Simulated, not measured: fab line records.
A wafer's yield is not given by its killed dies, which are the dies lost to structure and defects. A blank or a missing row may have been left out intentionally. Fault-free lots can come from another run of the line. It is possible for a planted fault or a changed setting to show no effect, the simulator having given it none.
Chamber matching / flow nandHarc / NHARC_A_SLIT_ETCH_29 on rieDiel-11 has 4 sister chambers
The step etches the open film in CF4/O2, target depth 100 nm, overetch 10 nm, time 55 s. 22 wafers are shown with their chamber, then 11 later ones without.

## EACH WAFER AND ITS CHAMBER
wafer=L077.3; chamber=3; showerheadPlenumPTorr (Torr)=1.38; drypumpMotorCurrentA (A)=6.1; rfVppV (V)=198.7
wafer=L077.4; chamber=2; showerheadPlenumPTorr (Torr)=1.41; drypumpMotorCurrentA (A)=5.9; rfVppV (V)=199.3
wafer=L077.6; chamber=3; showerheadPlenumPTorr (Torr)=1.38; drypumpMotorCurrentA (A)=6.1; rfVppV (V)=199.2
wafer=L078.3; chamber=1; showerheadPlenumPTorr (Torr)=1.28; drypumpMotorCurrentA (A)=6.2; rfVppV (V)=196.4
wafer=L078.4; chamber=2; showerheadPlenumPTorr (Torr)=1.41; drypumpMotorCurrentA (A)=5.9; rfVppV (V)=199.2
wafer=L078.5; chamber=1; showerheadPlenumPTorr (Torr)=1.28; drypumpMotorCurrentA (A)=6.3; rfVppV (V)=197.4
wafer=L080.1; chamber=0; showerheadPlenumPTorr (Torr)=1.32; drypumpMotorCurrentA (A)=6.1; rfVppV (V)=196.2
wafer=L080.2; chamber=2; showerheadPlenumPTorr (Torr)=1.40; drypumpMotorCurrentA (A)=5.9; rfVppV (V)=201.5
wafer=L080.3; chamber=3; showerheadPlenumPTorr (Torr)=1.38; drypumpMotorCurrentA (A)=6.1; rfVppV (V)=200.7
wafer=L083.2; chamber=3; showerheadPlenumPTorr (Torr)=1.38; drypumpMotorCurrentA (A)=6.1; rfVppV (V)=199.3
wafer=L083.4; chamber=0; showerheadPlenumPTorr (Torr)=1.32; drypumpMotorCurrentA (A)=6.0; rfVppV (V)=198.1
wafer=L083.5; chamber=3; showerheadPlenumPTorr (Torr)=1.38; drypumpMotorCurrentA (A)=6.1; rfVppV (V)=198.4
wafer=L085.1; chamber=0; showerheadPlenumPTorr (Torr)=1.32; drypumpMotorCurrentA (A)=6.0; rfVppV (V)=196.1
wafer=L085.3; chamber=1; showerheadPlenumPTorr (Torr)=1.28; drypumpMotorCurrentA (A)=6.2; rfVppV (V)=196.9
wafer=L085.6; chamber=1; showerheadPlenumPTorr (Torr)=1.28; drypumpMotorCurrentA (A)=6.2; rfVppV (V)=197.8
wafer=L088.3; chamber=0; showerheadPlenumPTorr (Torr)=1.32; drypumpMotorCurrentA (A)=6.1; rfVppV (V)=197.3
wafer=L088.4; chamber=3; showerheadPlenumPTorr (Torr)=1.38; drypumpMotorCurrentA (A)=6.0; rfVppV (V)=199.3
wafer=L088.5; chamber=0; showerheadPlenumPTorr (Torr)=1.32; drypumpMotorCurrentA (A)=6.1; rfVppV (V)=197.7
wafer=L091.2; chamber=2; showerheadPlenumPTorr (Torr)=1.40; drypumpMotorCurrentA (A)=5.9; rfVppV (V)=198.9
wafer=L091.4; chamber=1; showerheadPlenumPTorr (Torr)=1.28; drypumpMotorCurrentA (A)=6.2; rfVppV (V)=196.2
wafer=L091.6; chamber=3; showerheadPlenumPTorr (Torr)=1.38; drypumpMotorCurrentA (A)=6.0; rfVppV (V)=199.4
wafer=L090.1; chamber=1; showerheadPlenumPTorr (Torr)=1.28; drypumpMotorCurrentA (A)=6.2; rfVppV (V)=197.1

SIGNATURES, as means of the wafers listed above
reading=showerheadPlenumPTorr; chamber 0=1.3200; chamber 1=1.2800; chamber 2=1.4050; chamber 3=1.3800; scatter within a chamber=0.00236
reading=drypumpMotorCurrentA; chamber 0=6.060; chamber 1=6.217; chamber 2=5.900; chamber 3=6.071; scatter within a chamber=0.0439
reading=rfVppV; chamber 0=197.080; chamber 1=196.967; chamber 2=199.725; chamber 3=199.286; scatter within a chamber=0.832
Rule: for each reading, subtract the chamber's mean from the wafer's reading, divide by that reading's scatter and square the result; add these up over the readings and take the root, which gives the wafer's distance from the chamber. If the next closest chamber is less than 2 further off than the closest, the wafer can't be placed; otherwise it belongs to the closest. The scatter is the square root of a quotient: the sum, over the shown wafers, of each reading's squared deviation from its chamber's mean, divided by wafers minus chambers.

## WAFERS WITHOUT THEIR CHAMBER
wafer=L090.3; showerheadPlenumPTorr (Torr)=1.40; drypumpMotorCurrentA (A)=5.9; rfVppV (V)=199.2
wafer=L090.6; showerheadPlenumPTorr (Torr)=1.40; drypumpMotorCurrentA (A)=5.9; rfVppV (V)=199.3
wafer=L093.2; showerheadPlenumPTorr (Torr)=1.32; drypumpMotorCurrentA (A)=6.1; rfVppV (V)=197.1
wafer=L093.3; showerheadPlenumPTorr (Torr)=1.40; drypumpMotorCurrentA (A)=5.9; rfVppV (V)=200.1
wafer=L093.4; showerheadPlenumPTorr (Torr)=1.28; drypumpMotorCurrentA (A)=6.3; rfVppV (V)=197.1
wafer=L094.4; showerheadPlenumPTorr (Torr)=1.38; drypumpMotorCurrentA (A)=6.1; rfVppV (V)=199.8
wafer=L094.5; showerheadPlenumPTorr (Torr)=1.40; drypumpMotorCurrentA (A)=5.9; rfVppV (V)=198.8
wafer=L094.6; showerheadPlenumPTorr (Torr)=1.28; drypumpMotorCurrentA (A)=6.3; rfVppV (V)=196.1
wafer=L096.3; showerheadPlenumPTorr (Torr)=1.28; drypumpMotorCurrentA (A)=6.3; rfVppV (V)=197.0
wafer=L096.4; showerheadPlenumPTorr (Torr)=1.40; drypumpMotorCurrentA (A)=5.9; rfVppV (V)=199.7
wafer=L096.5; showerheadPlenumPTorr (Torr)=1.40; drypumpMotorCurrentA (A)=5.9; rfVppV (V)=197.9

## THE CHAMBER EACH PASSED THROUGH
wafer=L090.3; from the rows above=2; in truth=2
wafer=L090.6; from the rows above=2; in truth=2
wafer=L093.2; from the rows above=0; in truth=0
wafer=L093.3; from the rows above=2; in truth=2
wafer=L093.4; from the rows above=1; in truth=1
wafer=L094.4; from the rows above=3; in truth=3
wafer=L094.5; from the rows above=2; in truth=2
wafer=L094.6; from the rows above=1; in truth=1
wafer=L096.3; from the rows above=1; in truth=1
wafer=L096.4; from the rows above=2; in truth=2
wafer=L096.5; from the rows above=2; in truth=2
Correct placement for 11 of the 11. Left unplaced by these rows: 0. 0 placed wrongly.
